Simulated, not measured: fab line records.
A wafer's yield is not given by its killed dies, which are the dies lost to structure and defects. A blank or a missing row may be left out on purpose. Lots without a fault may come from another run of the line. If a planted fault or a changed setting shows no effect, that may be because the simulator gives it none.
What tool caused it? + flow nand harc + 24 lots with 72 wafers sampled at 5 steps, on a route of 1302 steps

WHAT THE GAUGES READ, wafer by wafer
NHARC_A_CHANNEL_HOLE_D2_CD_MEAS_18.
| lot  | measured     | on        | cd nm (nm)        |
|------|--------------|-----------|-------------------|
| L075 | day 13 05:35 | cd sem-02 | 101.1 100.9 98.9  |
| L074 | day 13 05:25 | cd sem-03 | 102.2 101.8 100.6 |
| L076 | day 13 18:10 | cd sem-03 | 100.7 98.6 99.6   |
| L077 | day 14 10:20 | cd sem-01 | 99.9 97.9 99.0    |
| L078 | day 14 23:07 | cd sem-03 | 101.2 100.0 99.5  |
| L079 | day 15 06:58 | cd sem-02 | 98.3 96.5 96.7    |
| L080 | day 15 21:49 | cd sem-01 | 100.3 100.7 97.6  |
| L082 | day 17 02:31 | cd sem-01 | 97.2 97.8 98.0    |
| L081 | day 17 00:32 | cd sem-01 | 101.1 100.1 99.2  |
| L083 | day 17 08:16 | cd sem-03 | 99.3 100.5 100.4  |
| L084 | day 17 09:07 | cd sem-01 | 102.7 101.9 100.6 |
| L085 | day 18 03:37 | cd sem-03 | 101.6 102.3 100.4 |
| L086 | day 18 05:50 | cd sem-03 | 98.3 99.4 99.8    |
| L087 | day 19 00:14 | cd sem-03 | 99.4 99.8 99.4    |
| L088 | day 19 07:30 | cd sem-02 | 98.3 97.8 99.5    |
| L089 | day 19 08:02 | cd sem-03 | 102.0 97.9 100.7  |
| L090 | day 20 07:43 | cd sem-02 | 102.2 100.8 100.9 |
| L091 | day 20 14:16 | cd sem-01 | 100.1 98.9 97.5   |
| L092 | day 20 19:01 | cd sem-02 | 98.4 98.6 100.2   |
| L093 | day 22 03:28 | cd sem-01 | 99.1 101.1 100.8  |
| L094 | day 22 04:49 | cd sem-03 | 100.1 99.2 102.1  |
| L095 | day 22 05:22 | cd sem-03 | 99.7 99.9 99.9    |
| L096 | day 23 03:55 | cd sem-03 | 100.0 101.5 99.9  |
| L097 | day 23 01:52 | cd sem-03 | 100.2 98.7 100.5  |

NHARC_A_CHANNEL_HOLE_D2_INSPECT_40.
| lot  | measured     | on                | raw defect count |
|------|--------------|-------------------|------------------|
| L075 | day 13 13:32 | defect inspect-02 | 286 282 280      |
| L074 | day 13 15:22 | defect inspect-02 | 395 323 202      |
| L076 | day 14 04:08 | defect inspect-01 | 161 267 324      |
| L077 | day 14 16:16 | defect inspect-01 | 218 270 292      |
| L078 | day 15 10:28 | defect inspect-02 | 330 285 285      |
| L079 | day 15 14:14 | defect inspect-01 | 225 205 331      |
| L080 | day 16 04:55 | defect inspect-01 | 195 431 230      |
| L082 | day 17 17:20 | defect inspect-01 | 289 236 295      |
| L081 | day 17 09:00 | defect inspect-02 | 161 152 144      |
| L083 | day 17 21:22 | defect inspect-02 | 237 251 189      |
| L084 | day 17 21:52 | defect inspect-01 | 289 208 225      |
| L085 | day 18 17:35 | defect inspect-02 | 235 228 199      |
| L086 | day 18 18:19 | defect inspect-02 | 306 188 246      |
| L087 | day 19 06:10 | defect inspect-01 | 309 323 369      |
| L088 | day 19 13:16 | defect inspect-01 | 401 254 376      |
| L089 | day 19 16:14 | defect inspect-01 | 356 379 250      |
| L090 | day 20 13:29 | defect inspect-02 | 304 246 233      |
| L091 | day 20 20:03 | defect inspect-02 | 268 259 310      |
| L092 | day 21 00:48 | defect inspect-02 | 531 326 561      |
| L093 | day 22 11:43 | defect inspect-02 | 401 543 468      |
| L094 | day 22 15:11 | defect inspect-02 | 234 249 230      |
| L095 | day 22 15:45 | defect inspect-01 | 184 257 188      |
| L096 | day 23 09:44 | defect inspect-02 | 122 159 136      |
| L097 | day 23 07:38 | defect inspect-01 | 287 242 317      |

WHICH TOOL RAN EACH LOT (tool, then ch and the chambers of the sampled wafers, then the start)
| lot  | NHARC_A_CHANNEL_HOLE_D1_ETCH_19  | NHARC_A_CHANNEL_FILL_D1_ETCHBACK_08           | NHARC_A_CHANNEL_FILL_D1_CMP_10 |
|------|----------------------------------|-----------------------------------------------|--------------------------------|
| L075 | har etch-02 ch 0,1, day 8 17:54  | rie diel-11 ch 0,1,2, day 11 02:02 or earlier | cmp-04 ch 0,2,3, day 11 02:02  |
| L074 | har etch-01 ch 0,1, day 8 19:34  | rie diel-08 ch 0,2,3, day 11 02:02 or earlier | cmp-01 ch 2,3, day 11 02:02    |
| L076 | har etch-01 ch 0, day 9 05:20    | rie diel-05 ch 0,1,3, day 11 11:17 or earlier | cmp-01 ch 1,2,3, day 11 11:17  |
| L077 | har etch-02 ch 0,1, day 9 21:27  | rie diel-08 ch 2,3, day 12 03:03 or earlier   | cmp-04 ch 2,3, day 12 03:03    |
| L078 | har etch-01 ch 0,1, day 10 10:32 | rie diel-05 ch 0,1,3, day 12 16:01 or earlier | cmp-04 ch 0,1,2, day 12 16:01  |
| L079 | har etch-02 ch 0,1, day 10 17:46 | rie diel-05 ch 0,1,3, day 12 23:46 or earlier | cmp-04 ch 0,2, day 12 23:46    |
| L080 | har etch-02 ch 0,1, day 11 05:22 | rie diel-11 ch 0,1,2, day 13 11:03 or earlier | cmp-02 ch 1,2,3, day 13 11:03  |
| L082 | har etch-02 ch 0,1, day 12 03:44 | rie diel-11 ch 0,1,2, day 14 09:47 or earlier | cmp-04 ch 1,2,3, day 14 09:47  |
| L081 | har etch-01 ch 0,1, day 12 07:22 | rie diel-08 ch 1,2,3, day 14 09:52 or earlier | cmp-02 ch 1,2,3, day 14 09:52  |
| L083 | har etch-01 ch 0,1, day 12 11:29 | rie diel-08 ch 0,1,2, day 14 20:27 or earlier | cmp-01 ch 0,1,2, day 14 20:27  |
| L084 | har etch-02 ch 0,1, day 12 12:05 | rie diel-11 ch 0,2, day 14 20:27 or earlier   | cmp-04 ch 0,2, day 14 20:27    |
| L085 | har etch-01 ch 0,1, day 13 03:41 | rie diel-08 ch 0,2,3, day 15 14:13 or earlier | cmp-01 ch 0,3, day 15 14:13    |
| L086 | har etch-01 ch 0,1, day 13 17:15 | rie diel-08 ch 2,3, day 16 00:47 or earlier   | cmp-04 ch 1,2,3, day 16 00:47  |
| L087 | har etch-01 ch 0,1, day 14 16:11 | rie diel-05 ch 0,1,2, day 16 22:59 or earlier | cmp-04 ch 0,1,3, day 16 22:59  |
| L088 | har etch-02 ch 0, day 14 16:19   | rie diel-05 ch 2,3, day 17 02:35 or earlier   | cmp-02 ch 0,3, day 17 02:35    |
| L089 | har etch-01 ch 0,1, day 14 20:22 | rie diel-05 ch 0,2,3, day 17 02:34 or earlier | cmp-04 ch 0,2,3, day 17 02:34  |
| L090 | har etch-02 ch 0,1, day 15 10:25 | rie diel-11 ch 0,1,3, day 17 21:53 or earlier | cmp-01 ch 0,1,2, day 17 21:53  |
| L091 | har etch-02 ch 0,1, day 15 21:04 | rie diel-08 ch 1,3, day 18 08:04 or earlier   | cmp-02 ch 1,2,3, day 18 08:04  |
| L092 | har etch-02 ch 0, day 16 05:32   | rie diel-08 ch 1,2,3, day 18 13:07 or earlier | cmp-04 ch 1,2,3, day 18 13:07  |
| L093 | har etch-01 ch 1, day 16 23:01   | rie diel-08 ch 0,2,3, day 19 13:24 or earlier | cmp-04 ch 2,3, day 19 13:24    |
| L094 | har etch-01 ch 0,1, day 17 07:20 | rie diel-11 ch 0,1,2, day 19 23:02 or earlier | cmp-01 ch 0,1,3, day 19 23:02  |
| L095 | har etch-02 ch 0,1, day 17 11:49 | rie diel-05 ch 2,3, day 20 02:23 or earlier   | cmp-04 ch 0,1, day 20 02:23    |
| L096 | har etch-02 ch 0,1, day 18 07:43 | rie diel-08 ch 2,3, day 20 19:46 or earlier   | cmp-01 ch 0,1,2, day 20 19:46  |
| L097 | har etch-01 ch 0,1, day 18 08:26 | rie diel-11 ch 1,2, day 20 19:41 or earlier   | cmp-02 ch 0,1,3, day 20 19:41  |
- NHARC_A_CHANNEL_HOLE_D1_ETCH_19: etches the open film in C4F8/O2/Ar, time 34.5 s.
- NHARC_A_CHANNEL_FILL_D1_ETCHBACK_08: etches the open film in C4F8, target depth 220 nm, time 110 s.
- NHARC_A_CHANNEL_FILL_D1_CMP_10: polishes, target thk 150 nm.

AS READ BY THE TOOLS THEMSELVES (means over the sampled wafers that have a number; for cases with no such wafer, the mark the record gives instead)
NHARC_A_CHANNEL_HOLE_D1_ETCH_19.
| lot  | tool        | chamber pressure mTorr (mTorr) | drypump motor current A (A) | mfc ar sccm (sccm) | showerhead plenum p Torr (Torr) | temp c (C) | throttle valve pct (%) |
|------|-------------|--------------------------------|-----------------------------|--------------------|---------------------------------|------------|------------------------|
| L075 | har etch-02 | 14.988                         | 6.2                         | 375.9              | 3.67                            | -20.01     | 37.042                 |
| L074 | har etch-01 | 15.001                         | 6.0                         | 374.6              | 3.66                            | -20.00     | 37.033                 |
| L076 | har etch-01 | 14.993                         | 6.1                         | 375.0              | 3.60                            | -20.04     | 37.045                 |
| L077 | har etch-02 | 15.004                         | 6.5                         | 376.1              | 3.60                            | -20.00     | 37.032                 |
| L078 | har etch-01 | 14.995                         | 6.0                         | 375.8              | 3.65                            | -19.92     | 37.036                 |
| L079 | har etch-02 | 14.996                         | 6.5                         | 375.1              | 3.59                            | -19.93     | 37.044                 |
| L080 | har etch-02 | 15.020                         | 6.2                         | 373.8              | 3.65                            | -20.03     | 37.031                 |
| L082 | har etch-02 | 15.012                         | 6.5                         | 376.5              | 3.58                            | -20.07     | 37.043                 |
| L081 | har etch-01 | 15.004                         | 5.8                         | 375.3              | 3.69                            | -20.01     | 37.037                 |
| L083 | har etch-01 | 15.001                         | 5.8                         | 375.1              | 3.69                            | -20.03     | 37.038                 |
| L084 | har etch-02 | 15.000                         | 6.2                         | 375.7              | 3.64                            | -19.99     | 37.033                 |
| L085 | har etch-01 | 15.006                         | 5.9                         | 374.8              | 3.63                            | -20.03     | 37.038                 |
| L086 | har etch-01 | 15.007                         | 5.8                         | 375.0              | 3.68                            | -20.03     | 37.037                 |
| L087 | har etch-01 | 14.992                         | 5.8                         | 375.2              | 3.67                            | -20.02     | 37.034                 |
| L088 | har etch-02 | 14.998                         | 6.8                         | 376.5              | 3.49                            | -20.04     | 37.041                 |
| L089 | har etch-01 | 15.005                         | 6.0                         | 373.9              | 3.61                            | -19.98     | 37.033                 |
| L090 | har etch-02 | 15.005                         | 6.3                         | 374.5              | 3.63                            | -20.01     | 37.042                 |
| L091 | har etch-02 | 14.996                         | 6.2                         | 374.5              | 3.63                            | -20.05     | 37.038                 |
| L092 | har etch-02 | 14.998                         | 6.8                         | 374.0              | 3.48                            | -19.94     | 37.029                 |
| L093 | har etch-01 | 14.993                         | 5.7                         | 375.2              | 3.71                            | -19.95     | 37.042                 |
| L094 | har etch-01 | 15.006                         | 6.0                         | 375.3              | 3.59                            | -20.08     | 37.033                 |
| L095 | har etch-02 | 15.003                         | 6.5                         | 375.0              | 3.89                            | -19.94     | 37.034                 |
| L096 | har etch-02 | 15.005                         | 6.2                         | 375.4              | 3.78                            | -19.99     | 37.050                 |
| L097 | har etch-01 | 15.011                         | 6.0                         | 374.0              | 3.58                            | -20.13     | 37.047                 |

NHARC_A_CHANNEL_FILL_D1_ETCHBACK_08.
| lot  | tool        | chamber pressure mTorr (mTorr) | oes product au (a.u.) | rf vpp V (V) |
|------|-------------|--------------------------------|-----------------------|--------------|
| L075 | rie diel-11 | 24.975                         | 0.92                  | 440.2        |
| L074 | rie diel-08 | 24.987                         | 0.99                  | 442.0        |
| L076 | rie diel-05 | 24.995                         | 1.00                  | 439.9        |
| L077 | rie diel-08 | 24.997                         | 0.98                  | 442.3        |
| L078 | rie diel-05 | 24.998                         | 0.92                  | 441.1        |
| L079 | rie diel-05 | 25.041                         | 0.93                  | 439.6        |
| L080 | rie diel-11 | 25.005                         | 0.94                  | 440.2        |
| L082 | rie diel-11 | 25.018                         | 0.93                  | 439.6        |
| L081 | rie diel-08 | 25.006                         | 0.92                  | 440.4        |
| L083 | rie diel-08 | 24.999                         | 0.98                  | 441.3        |
| L084 | rie diel-11 | 25.003                         | 0.93                  | 440.1        |
| L085 | rie diel-08 | 25.016                         | 0.93                  | 442.4        |
| L086 | rie diel-08 | 24.959                         | 0.92                  | 441.7        |
| L087 | rie diel-05 | 25.001                         | 1.00                  | 436.9        |
| L088 | rie diel-05 | 25.011                         | 0.92                  | 439.3        |
| L089 | rie diel-05 | 25.013                         | 1.00                  | 440.4        |
| L090 | rie diel-11 | 25.000                         | 0.92                  | 441.2        |
| L091 | rie diel-08 | 25.000                         | 0.92                  | 440.3        |
| L092 | rie diel-08 | 25.007                         | 1.00                  | 441.9        |
| L093 | rie diel-08 | 24.980                         | 1.00                  | 441.7        |
| L094 | rie diel-11 | 24.989                         | 0.99                  | 440.6        |
| L095 | rie diel-05 | 25.003                         | 0.92                  | 442.9        |
| L096 | rie diel-08 | 25.002                         | 1.00                  | 441.3        |
| L097 | rie diel-11 | 24.985                         | 1.00                  | 438.8        |

NHARC_A_CHANNEL_FILL_D1_CMP_10.
| lot  | tool   | motor current A (A) | time to endpoint s (s) |
|------|--------|---------------------|------------------------|
| L075 | cmp-04 | 11.3                | 16.1                   |
| L074 | cmp-01 | 11.6                | 12.1                   |
| L076 | cmp-01 | 11.4                | 14.8                   |
| L077 | cmp-04 | 12.0                | 14.3                   |
| L078 | cmp-04 | 12.5                | 15.2                   |
| L079 | cmp-04 | 11.5                | 14.4                   |
| L080 | cmp-02 | 13.2                | 17.9                   |
| L082 | cmp-04 | 11.9                | 16.3                   |
| L081 | cmp-02 | 13.2                | 17.1                   |
| L083 | cmp-01 | 11.8                | 15.7                   |
| L084 | cmp-04 | 11.9                | 14.2                   |
| L085 | cmp-01 | 12.7                | 13.8                   |
| L086 | cmp-04 | 12.0                | 15.7                   |
| L087 | cmp-04 | 10.9                | 17.6                   |
| L088 | cmp-02 | 12.5                | 15.2                   |
| L089 | cmp-04 | 11.4                | 16.6                   |
| L090 | cmp-01 | 11.8                | 14.3                   |
| L091 | cmp-02 | 13.5                | 13.6                   |
| L092 | cmp-04 | 11.8                | 14.8                   |
| L093 | cmp-04 | 10.7                | 16.0                   |
| L094 | cmp-01 | 12.8                | 14.7                   |
| L095 | cmp-04 | 11.9                | 16.7                   |
| L096 | cmp-01 | 11.8                | 12.4                   |
| L097 | cmp-02 | 12.4                | 15.2                   |

THE ANSWER, worked out from the rows above alone
Rule: the lots themselves supply what counts as usual. The widest of any qualifying gaps counts: lots, ordered by their means at a reading, are off when they make up no more than a third of the lots, leave a main group of 4 or more, and stand apart from it by 3 or more times the standard deviation of that group's means. A main group is skipped when, at the precision printed for the reading in the tables above, its means are all equal. A lot without any number at a reading at which 4 lots or more have one is off too. The other lots that the step has rows for count as sound. Order of review: gauges by route order, followed by the tools' own readings, for which a lot's mean as printed above is used. The first step at which some lot is off is used, and at that step the reading that is off furthest; a lot without a number counts as furthest.
No lot is off at any reading shown: from this, nothing can be told.

WHAT THE SIMULATOR PUT IN
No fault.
